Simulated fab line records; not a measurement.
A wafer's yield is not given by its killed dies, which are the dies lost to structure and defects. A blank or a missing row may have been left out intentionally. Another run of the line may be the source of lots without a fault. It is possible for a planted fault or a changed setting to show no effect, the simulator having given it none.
Matching of chambers | flow nand harc | 4 sister chambers for NHARC_P_BONDPAD_CMP_19 on cmp-03
The step polishes, t overpolish 30 s, cu recess touch 16 s, target thk 160.81 nm. 8 wafers are shown with their chamber, then 10 later ones without.

WAFERS, EACH WITH ITS CHAMBER
wafer  | chamber | motor current A (A) | overpolish run s (s)
L080.6 | 0       | 13.4                | 30.009
L080.3 | 1       | 10.9                | 30.005
L080.4 | 2       | 12.1                | 29.997
L089.1 | 0       | 13.5                | 29.992
L089.2 | 3       | 9.5                 | 30.008
L089.4 | 2       | 12.2                | 30.004
L090.1 | 1       | 10.5                | 30.002
L090.2 | 3       | 9.5                 | 29.997

WAFERS WITH NO CHAMBER GIVEN
wafer  | motor current A (A) | overpolish run s (s)
L090.4 | 12.6                | 30.001
L092.1 | 13.3                | 29.984
L092.3 | 12.6                | 30.006
L092.6 | 9.8                 | 30.004
L096.1 | 10.3                | 30.001
L096.3 | 9.1                 | 30.002
L096.5 | 12.6                | 30.000
L096.2 | 13.2                | 30.003
L096.4 | 12.4                | 29.988
L096.6 | 10.3                | 30.005

WHICH CHAMBER EACH WENT THROUGH
wafer  | from the rows above | in truth
L090.4 | 2                   | 2
L092.1 | 0                   | 0
L092.3 | 2                   | 2
L092.6 | 3                   | 3
L096.1 | 1                   | 1
L096.3 | 3                   | 3
L096.5 | 2                   | 2
L096.2 | 0                   | 0
L096.4 | 2                   | 2
L096.6 | 1                   | 1
Correct placement for 10 of the 10. Left unplaced by these rows: 0. 0 placed wrongly.
How it was worked out, from the rows above alone: a wafer's distance from a chamber is the root of the sum, over the readings, of the square of ((its reading less the chamber's mean) divided by the reading's scatter). If the next closest chamber is less than 2 further off than the closest, the wafer can't be placed; otherwise it belongs to the closest. Each chamber's mean is taken over the wafers shown for it. The scatter: the root of (the sum of the squares of (reading less its chamber's mean) over the shown wafers, divided by (wafers less chambers)).
